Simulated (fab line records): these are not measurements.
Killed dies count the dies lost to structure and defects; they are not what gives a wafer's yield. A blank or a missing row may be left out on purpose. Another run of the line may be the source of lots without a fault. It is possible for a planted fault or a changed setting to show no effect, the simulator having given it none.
Matching of chambers :: flow n5 finfet :: N5_PMOS_HMC_CHANNEL_EPI_CMP_21 on cmp-03 has 4 sister chambers
The step polishes SiGe30, target thk 54 nm. 18 wafers are shown with their chamber, then 9 later ones without.

WAFERS, EACH WITH ITS CHAMBER
wafer: L074.2
chamber: 3
motor current A (A): 14.3

wafer: L074.3
chamber: 1
motor current A (A): 13.9

wafer: L074.5
chamber: 3
motor current A (A): 13.8

wafer: L077.1
chamber: 2
motor current A (A): 13.8

wafer: L077.2
chamber: 3
motor current A (A): 13.9

wafer: L077.3
chamber: 0
motor current A (A): 12.1

wafer: L080.2
chamber: 0
motor current A (A): 12.1

wafer: L080.3
chamber: 3
motor current A (A): 14.1

wafer: L080.6
chamber: 2
motor current A (A): 13.5

wafer: L081.1
chamber: 0
motor current A (A): 12.6

wafer: L081.3
chamber: 1
motor current A (A): 13.7

wafer: L081.6
chamber: 1
motor current A (A): 14.1

wafer: L085.1
chamber: 1
motor current A (A): 13.7

wafer: L085.2
chamber: 0
motor current A (A): 11.8

wafer: L085.3
chamber: 3
motor current A (A): 13.7

wafer: L091.2
chamber: 1
motor current A (A): 14.7

wafer: L091.3
chamber: 2
motor current A (A): 13.5

wafer: L091.6
chamber: 3
motor current A (A): 14.9

SIGNATURES, as means of the wafers listed above
reading: motor current A
chamber 0: 12.150
chamber 1: 14.020
chamber 2: 13.600
chamber 3: 14.117
scatter within a chamber: 0.382
Rule: a wafer lies at a distance from a chamber equal to the root of the sum of squares, over the readings, of (its reading less the chamber's mean, divided by the reading's scatter). If the next closest chamber is less than 2 further off than the closest, the wafer can't be placed; otherwise it belongs to the closest. The scatter: take each reading less its chamber's mean, square it, sum over the shown wafers, divide by the number of wafers less the number of chambers, and take the root.

WAFERS MISSING THEIR CHAMBER
wafer: L093.1
motor current A (A): 11.7

wafer: L093.2
motor current A (A): 13.4

wafer: L093.5
motor current A (A): 13.2

wafer: L094.1
motor current A (A): 14.6

wafer: L094.2
motor current A (A): 11.8

wafer: L094.4
motor current A (A): 14.0

wafer: L097.1
motor current A (A): 13.2

wafer: L097.4
motor current A (A): 14.5

wafer: L097.6
motor current A (A): 14.2

WHICH CHAMBER EACH ONE RAN IN
wafer: L093.1
from the rows above: 0
in truth: 0

wafer: L093.2
from the rows above: can't be placed: 2 or 1 or 3
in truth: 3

wafer: L093.5
from the rows above: can't be placed: 2 or 1 or 3 or 0
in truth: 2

wafer: L094.1
from the rows above: can't be placed: 3 or 1 or 2
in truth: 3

wafer: L094.2
from the rows above: 0
in truth: 0

wafer: L094.4
from the rows above: can't be placed: 1 or 3 or 2
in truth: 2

wafer: L097.1
from the rows above: can't be placed: 2 or 1 or 3 or 0
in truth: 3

wafer: L097.4
from the rows above: can't be placed: 3 or 1 or 2
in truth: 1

wafer: L097.6
from the rows above: can't be placed: 3 or 1 or 2
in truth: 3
Placed correctly: 2 of 9. These rows do not allow placing 7 (true chamber among the candidates in 7). Wrongly placed: 0.
